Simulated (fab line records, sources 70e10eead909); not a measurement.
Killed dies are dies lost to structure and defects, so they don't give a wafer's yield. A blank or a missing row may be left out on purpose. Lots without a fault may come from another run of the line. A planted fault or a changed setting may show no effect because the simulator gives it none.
Problem report in the 8D (eight disciplines) form, filled by code | flow nand_harc | the parts of the form that need people (team, actions taken, sign-off) are left out

1. THE PROBLEM
cd_nm at NHARC_P_STI_CD_MEAS_09 reads a mean of 180.6 nm on 6 wafers of 2 lots; wafers without a fault read 200.2 nm with a standard deviation of 2. That is -9.8 standard deviations from the usual mean.
The step: target cd 200 nm.
First seen on wafer L557.2, day 10 06:17, on cd_sem-02. The record holds 33 wafers of 11 lots with a number at this step. Rule for "out", or "out of limits": more than 4 standard deviations from the usual mean. The other wafers with a number count as sound.

2. WHAT IT IS AND WHAT IT IS NOT
question                    | is                     | is not
which readings at this step | cd_nm                  | -
which lots                  | L557, L559             | L540, L541, L542, L546, L549, L550, L560, L561, L562
which wafers of those lots  | all that have a number | -
read on which gauges        | cd_sem-02, cd_sem-03   | cd_sem-01
when                        | from day 10 06:17      | up to then (18 sound wafers); but 9 sound wafers of L560, L561, L562 came after

3. SUSPECTS, AND WHAT RULES EACH OUT
Counting: a tool at a process step up to the reading stays a suspect if it ran every lot that is out and no sound lot after the first of them.
- the gauge at NHARC_P_STI_CD_MEAS_09: ruled out. The wafers that are out were read on 2 gauges (cd_sem-02, cd_sem-03).
- litho_track-07 at NHARC_P_STI_PEB_07 (peb time 80 s): kept. It ran every lot that is out, first L557 (day 10 06:11), and no sound lot after that; its last sound lot up to then is L546 (day 5 17:58). Its own readings are out on those wafers: plate_temp_C.
Left after counting: litho_track-07 at NHARC_P_STI_PEB_07.

4. THE CAUSE (what the simulator had put in)
Process parameter drift: litho_track-07, from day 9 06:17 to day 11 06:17, at NHARC_P_STI_PEB_07. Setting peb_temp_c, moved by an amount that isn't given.
Counting left only this tool.

5. THE CHAIN OF EFFECTS, in route order
Each row: a reading whose mean over the struck wafers that have a number lies more than 3 standard deviations from the usual. Only readings for which the record gives a usual standard deviation are gone through. hours: the time from each lot's start at the first step in this table that gives one to its start at this step, as a median over the lots. sigmas: the change in usual standard deviations.
hours | step                    | reading              | usual    | on struck wafers | change | sigmas
0     | NHARC_P_STI_PEB_07      | heater_power_total_W | 189.8 W  | 186.3            | -3.5   | -4.3
0     | NHARC_P_STI_PEB_07      | plate_temp_C         | 128.01 C | 125.97           | -2.03  | -16
0     | NHARC_P_STI_CD_MEAS_09  | cd_nm                | 200.2 nm | 180.6            | -19.6  | -9.8
1     | NHARC_P_STI_OCD_MEAS_17 | trench_foot_cd_nm    | 158.1 nm | 138.4            | -19.7  | -9.9
The process steps in it:
- NHARC_P_STI_PEB_07: peb time 80 s.
Later measuring or inspecting steps at which every struck wafer that the step has a row for has a number for every such reading, and none has moved that far: NHARC_END_SORT_01.

6. WHAT WOULD HAVE CAUGHT IT SOONER
In this record the first reading out of limits at a measuring or inspecting step was taken at day 10 06:17, 24 hours after the fault began at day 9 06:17.
The tool's own readings at NHARC_P_STI_PEB_07 were out on every struck wafer that the step has a row for (plate_temp_C): an alarm limit on them would have fired on the first of those.
Of the lots that are out (2), L559 began NHARC_P_STI_PEB_07 on litho_track-07 after day 10 06:17. A hold on the tool at that time would have spared it.
